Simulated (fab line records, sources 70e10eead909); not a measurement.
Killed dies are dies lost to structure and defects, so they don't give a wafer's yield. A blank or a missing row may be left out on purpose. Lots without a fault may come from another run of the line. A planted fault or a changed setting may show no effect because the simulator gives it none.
Chamber matching | flow nand_harc | NHARC_P_GATE_DESCUM_13 on rie_diel-11: 4 sister chambers
The step chemistry O2, time 3 s. 8 wafers are shown with their chamber, then 8 later ones without.

WAFERS WITH THEIR CHAMBER
wafer  | chamber | showerhead_plenum_p_Torr (Torr) | drypump_motor_current_A (A)
L813.3 | 0       | 2.03                            | 5.6
L812.3 | 1       | 2.05                            | 5.6
L812.5 | 2       | 1.82                            | 5.8
L815.6 | 2       | 1.82                            | 5.8
L821.2 | 3       | 1.95                            | 5.8
L821.3 | 1       | 2.04                            | 5.5
L821.5 | 3       | 1.95                            | 5.8
L826.1 | 0       | 2.03                            | 5.6

WAFERS WITHOUT THEIR CHAMBER
wafer  | showerhead_plenum_p_Torr (Torr) | drypump_motor_current_A (A)
L826.5 | 1.81                            | 5.8
L826.6 | 2.04                            | 5.6
L825.1 | 2.04                            | 5.6
L825.3 | 2.03                            | 5.6
L825.5 | 2.03                            | 5.6
L832.2 | 1.81                            | 5.8
L832.3 | 2.03                            | 5.6
L832.5 | 2.04                            | 5.5

WHICH CHAMBER EACH WENT THROUGH
wafer  | from the rows above     | in truth
L826.5 | 2                       | 2
L826.6 | can't be placed: 1 or 0 | 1
L825.1 | can't be placed: 1 or 0 | 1
L825.3 | 0                       | 0
L825.5 | 0                       | 0
L832.2 | 2                       | 2
L832.3 | 0                       | 0
L832.5 | 1                       | 1
Placed correctly: 6 of 8. Can't be placed from these rows: 2 (the true chamber is among the candidates in 2). Placed wrongly: 0.
How it was worked out, from the rows above alone: a wafer's distance from a chamber is the root of the sum, over the readings, of the square of ((its reading less the chamber's mean) divided by the reading's scatter). The wafer belongs to the nearest chamber; if the next one is less than 2 further off, it can't be placed. A chamber's mean is the mean of its shown wafers. The scatter: the root of (the sum of the squares of (reading less its chamber's mean) over the shown wafers, divided by (wafers less chambers)).
